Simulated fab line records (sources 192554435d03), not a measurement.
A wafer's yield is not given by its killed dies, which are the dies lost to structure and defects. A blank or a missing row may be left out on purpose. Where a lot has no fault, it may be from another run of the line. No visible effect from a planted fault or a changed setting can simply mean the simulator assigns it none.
What tool caused it? :: flow n5Finfet :: Sampling: 24 lots, 72 wafers, 3 of 1938 route steps

WHAT THE GAUGES READ, wafer by wafer
N5_BEOL_M3_RS_MEAS_58: a four-point-probe measurement. Usual: M3_RS typically reads 0.66 ohm/sq, with standard deviation 0.03.
lot: L075
measured: day 8 07:10
on: filmMetro-02
M3_RS (ohm/sq): 0.73 0.68 0.65
flag: 

lot: L074
measured: day 8 11:05
on: filmMetro-01
M3_RS (ohm/sq): 0.67 0.74 0.60
flag: 

lot: L076
measured: day 8 18:13
on: filmMetro-02
M3_RS (ohm/sq): 0.71 0.68 0.65
flag: 

lot: L077
measured: day 8 19:21
on: filmMetro-01
M3_RS (ohm/sq): 0.72 0.75 0.65
flag: 

lot: L078
measured: day 8 21:03
on: filmMetro-01
M3_RS (ohm/sq): 0.66 0.64 0.61
flag: 

lot: L080
measured: day 9 06:07
on: filmMetro-01
M3_RS (ohm/sq): 0.69 0.65 0.69
flag: 

lot: L079
measured: day 9 11:40
on: filmMetro-02
M3_RS (ohm/sq): 0.65 0.62 0.64
flag: 

lot: L081
measured: day 9 13:43
on: filmMetro-02
M3_RS (ohm/sq): 0.68 0.69 0.63
flag: 

lot: L082
measured: day 9 17:11
on: filmMetro-01
M3_RS (ohm/sq): 0.68 0.63 0.66
flag: 

lot: L083
measured: day 9 17:35
on: filmMetro-02
M3_RS (ohm/sq): 0.65 0.63 0.65
flag: 

lot: L084
measured: day 10 06:28
on: filmMetro-02
M3_RS (ohm/sq): 0.67 0.64 0.62
flag: 

lot: L085
measured: day 10 12:32
on: filmMetro-01
M3_RS (ohm/sq): 0.72 0.69 0.65
flag: 

lot: L086
measured: day 10 18:48
on: filmMetro-01
M3_RS (ohm/sq): 0.66 0.66 0.66
flag: 

lot: L087
measured: day 11 14:20
on: filmMetro-02
M3_RS (ohm/sq): 0.67 0.66 0.62
flag: 

lot: L090
measured: day 11 16:35
on: filmMetro-01
M3_RS (ohm/sq): 0.67 0.66 0.67
flag: 

lot: L088
measured: day 11 17:02
on: filmMetro-02
M3_RS (ohm/sq): 0.67 0.64 0.64
flag: 

lot: L089
measured: day 11 21:07
on: filmMetro-02
M3_RS (ohm/sq): 0.64 0.65 0.68
flag: 

lot: L091
measured: day 12 03:16
on: filmMetro-01
M3_RS (ohm/sq): 0.69 0.66 0.73
flag: 

lot: L092
measured: day 12 05:32
on: filmMetro-02
M3_RS (ohm/sq): 0.65 0.69 0.64
flag: 

lot: L093
measured: day 12 07:51
on: filmMetro-02
M3_RS (ohm/sq): 0.64 0.66 0.67
flag: 

lot: L094
measured: day 13 00:22
on: filmMetro-01
M3_RS (ohm/sq): 0.66 0.66 0.67
flag: 

lot: L095
measured: day 13 05:47
on: filmMetro-02
M3_RS (ohm/sq): 0.69 0.66 0.62
flag: 

lot: L097
measured: day 13 12:57
on: filmMetro-02
M3_RS (ohm/sq): 0.67 0.69 0.68
flag: 

lot: L096
measured: day 13 13:31
on: filmMetro-02
M3_RS (ohm/sq): 0.63 0.66 0.64
flag: 

WHAT TOOL EACH LOT RAN ON (gives the tool, then ch and the chambers of the sampled wafers, and finally the start)
lot: L075
N5_BEOL_M3_SPUTTER_81: pvdSputter-01, day 8 04:48
N5_BEOL_M3_SPUTTER_90: pvdSputter-01, day 8 05:28

lot: L074
N5_BEOL_M3_SPUTTER_81: pvdSputter-03, day 8 08:43
N5_BEOL_M3_SPUTTER_90: pvdSputter-03, day 8 09:22

lot: L076
N5_BEOL_M3_SPUTTER_81: pvdSputter-02, day 8 15:44
N5_BEOL_M3_SPUTTER_90: pvdSputter-02, day 8 16:23

lot: L077
N5_BEOL_M3_SPUTTER_81: pvdSputter-01, day 8 16:56
N5_BEOL_M3_SPUTTER_90: pvdSputter-01, day 8 17:35

lot: L078
N5_BEOL_M3_SPUTTER_81: pvdSputter-03, day 8 18:41
N5_BEOL_M3_SPUTTER_90: pvdSputter-03, day 8 19:20

lot: L080
N5_BEOL_M3_SPUTTER_81: pvdSputter-02, day 9 03:43
N5_BEOL_M3_SPUTTER_90: pvdSputter-02, day 9 04:22

lot: L079
N5_BEOL_M3_SPUTTER_81: pvdSputter-03, day 9 09:18
N5_BEOL_M3_SPUTTER_90: pvdSputter-03, day 9 09:58

lot: L081
N5_BEOL_M3_SPUTTER_81: pvdSputter-03, day 9 11:18
N5_BEOL_M3_SPUTTER_90: pvdSputter-03, day 9 11:58

lot: L082
N5_BEOL_M3_SPUTTER_81: pvdSputter-01, day 9 14:44
N5_BEOL_M3_SPUTTER_90: pvdSputter-01, day 9 15:24

lot: L083
N5_BEOL_M3_SPUTTER_81: pvdSputter-02, day 9 14:57
N5_BEOL_M3_SPUTTER_90: pvdSputter-02, day 9 15:37

lot: L084
N5_BEOL_M3_SPUTTER_81: pvdSputter-03, day 10 04:04
N5_BEOL_M3_SPUTTER_90: pvdSputter-03, day 10 04:43

lot: L085
N5_BEOL_M3_SPUTTER_81: pvdSputter-03, day 10 10:10
N5_BEOL_M3_SPUTTER_90: pvdSputter-03, day 10 10:49

lot: L086
N5_BEOL_M3_SPUTTER_81: pvdSputter-01, day 10 15:47
N5_BEOL_M3_SPUTTER_90: pvdSputter-01, day 10 16:32

lot: L087
N5_BEOL_M3_SPUTTER_81: pvdSputter-01, day 11 11:49
N5_BEOL_M3_SPUTTER_90: pvdSputter-01, day 11 12:29

lot: L090
N5_BEOL_M3_SPUTTER_81: pvdSputter-01, day 11 14:13
N5_BEOL_M3_SPUTTER_90: pvdSputter-01, day 11 14:52

lot: L088
N5_BEOL_M3_SPUTTER_81: pvdSputter-03, day 11 14:40
N5_BEOL_M3_SPUTTER_90: pvdSputter-03, day 11 15:20

lot: L089
N5_BEOL_M3_SPUTTER_81: pvdSputter-03, day 11 18:44
N5_BEOL_M3_SPUTTER_90: pvdSputter-03, day 11 19:23

lot: L091
N5_BEOL_M3_SPUTTER_81: pvdSputter-02, day 12 00:46
N5_BEOL_M3_SPUTTER_90: pvdSputter-02, day 12 01:26

lot: L092
N5_BEOL_M3_SPUTTER_81: pvdSputter-02, day 12 02:53
N5_BEOL_M3_SPUTTER_90: pvdSputter-02, day 12 03:33

lot: L093
N5_BEOL_M3_SPUTTER_81: pvdSputter-02, day 12 05:29
N5_BEOL_M3_SPUTTER_90: pvdSputter-02, day 12 06:08

lot: L094
N5_BEOL_M3_SPUTTER_81: pvdSputter-03, day 12 21:59
N5_BEOL_M3_SPUTTER_90: pvdSputter-03, day 12 22:39

lot: L095
N5_BEOL_M3_SPUTTER_81: pvdSputter-02, day 13 03:24
N5_BEOL_M3_SPUTTER_90: pvdSputter-02, day 13 04:04

lot: L097
N5_BEOL_M3_SPUTTER_81: pvdSputter-03, day 13 10:35
N5_BEOL_M3_SPUTTER_90: pvdSputter-03, day 13 11:14

lot: L096
N5_BEOL_M3_SPUTTER_81: pvdSputter-01, day 13 11:07
N5_BEOL_M3_SPUTTER_90: pvdSputter-01, day 13 11:46
- N5_BEOL_M3_SPUTTER_81: material Cu, target thk 4.5 nm, time 8.29 s.
- N5_BEOL_M3_SPUTTER_90: material Cu, target thk 4.5 nm, time 8.29 s.

WHAT THE TOOLS THEMSELVES READ (means of the sampled wafers that have a number; where no wafer has one, the mark that the record gives instead)
N5_BEOL_M3_SPUTTER_81. Usual: throttleValvePct 30.2 %, standard deviation 1.
lot: L075
tool: pvdSputter-01
throttleValvePct (%): 30.5
flag: 

lot: L074
tool: pvdSputter-03
throttleValvePct (%): 30.9
flag: 

lot: L076
tool: pvdSputter-02
throttleValvePct (%): 30.1
flag: 

lot: L077
tool: pvdSputter-01
throttleValvePct (%): 30.2
flag: 

lot: L078
tool: pvdSputter-03
throttleValvePct (%): 30.6
flag: 

lot: L080
tool: pvdSputter-02
throttleValvePct (%): 29.7
flag: 

lot: L079
tool: pvdSputter-03
throttleValvePct (%): 30.1
flag: 

lot: L081
tool: pvdSputter-03
throttleValvePct (%): 30.0
flag: 

lot: L082
tool: pvdSputter-01
throttleValvePct (%): 30.3
flag: 

lot: L083
tool: pvdSputter-02
throttleValvePct (%): 29.2
flag: 

lot: L084
tool: pvdSputter-03
throttleValvePct (%): 30.5
flag: 

lot: L085
tool: pvdSputter-03
throttleValvePct (%): 29.9
flag: 

lot: L086
tool: pvdSputter-01
throttleValvePct (%): 30.5
flag: 

lot: L087
tool: pvdSputter-01
throttleValvePct (%): 30.8
flag: 

lot: L090
tool: pvdSputter-01
throttleValvePct (%): 29.8
flag: 

lot: L088
tool: pvdSputter-03
throttleValvePct (%): 30.6
flag: 

lot: L089
tool: pvdSputter-03
throttleValvePct (%): 31.4
flag: 

lot: L091
tool: pvdSputter-02
throttleValvePct (%): 30.2
flag: 

lot: L092
tool: pvdSputter-02
throttleValvePct (%): 30.0
flag: 

lot: L093
tool: pvdSputter-02
throttleValvePct (%): 29.8
flag: 

lot: L094
tool: pvdSputter-03
throttleValvePct (%): 30.5
flag: 

lot: L095
tool: pvdSputter-02
throttleValvePct (%): 30.4
flag: 

lot: L097
tool: pvdSputter-03
throttleValvePct (%): 31.4
flag: 

lot: L096
tool: pvdSputter-01
throttleValvePct (%): 30.0
flag: 

N5_BEOL_M3_SPUTTER_90. Usual: throttleValvePct 30.2 %, standard deviation 1.
lot: L075
tool: pvdSputter-01
throttleValvePct (%): 30.4
flag: 

lot: L074
tool: pvdSputter-03
throttleValvePct (%): 30.9
flag: 

lot: L076
tool: pvdSputter-02
throttleValvePct (%): 30.2
flag: 

lot: L077
tool: pvdSputter-01
throttleValvePct (%): 30.4
flag: 

lot: L078
tool: pvdSputter-03
throttleValvePct (%): 30.4
flag: 

lot: L080
tool: pvdSputter-02
throttleValvePct (%): 29.6
flag: 

lot: L079
tool: pvdSputter-03
throttleValvePct (%): 30.0
flag: 

lot: L081
tool: pvdSputter-03
throttleValvePct (%): 30.0
flag: 

lot: L082
tool: pvdSputter-01
throttleValvePct (%): 30.3
flag: 

lot: L083
tool: pvdSputter-02
throttleValvePct (%): 29.1
flag: 

lot: L084
tool: pvdSputter-03
throttleValvePct (%): 30.5
flag: 

lot: L085
tool: pvdSputter-03
throttleValvePct (%): 29.8
flag: 

lot: L086
tool: pvdSputter-01
throttleValvePct (%): 30.3
flag: 

lot: L087
tool: pvdSputter-01
throttleValvePct (%): 30.7
flag: 

lot: L090
tool: pvdSputter-01
throttleValvePct (%): 29.9
flag: 

lot: L088
tool: pvdSputter-03
throttleValvePct (%): 30.7
flag: 

lot: L089
tool: pvdSputter-03
throttleValvePct (%): 31.3
flag: 

lot: L091
tool: pvdSputter-02
throttleValvePct (%): 30.2
flag: 

lot: L092
tool: pvdSputter-02
throttleValvePct (%): 30.0
flag: 

lot: L093
tool: pvdSputter-02
throttleValvePct (%): 30.0
flag: 

lot: L094
tool: pvdSputter-03
throttleValvePct (%): 30.5
flag: 

lot: L095
tool: pvdSputter-02
throttleValvePct (%): 30.3
flag: 

lot: L097
tool: pvdSputter-03
throttleValvePct (%): 31.4
flag: 

lot: L096
tool: pvdSputter-01
throttleValvePct (%): 30.1
flag: 

THE ANSWER, worked out from the rows above alone
Rule: lot off if the mean of its wafers having a number is beyond 3 standard deviations from the usual mean. A lot without any number at a reading at which 4 lots or more have one is off too. The other lots that the step has rows for count as sound. After the gauges, taken in route order, come the tools' own readings; for these a lot's mean is taken, as printed above. At the first step where some lot is off, the reading lying furthest off is the one used; lots without a number count as furthest.
No lot is off at any reading shown: from this, nothing can be told.

WHAT THE SIMULATOR PUT IN
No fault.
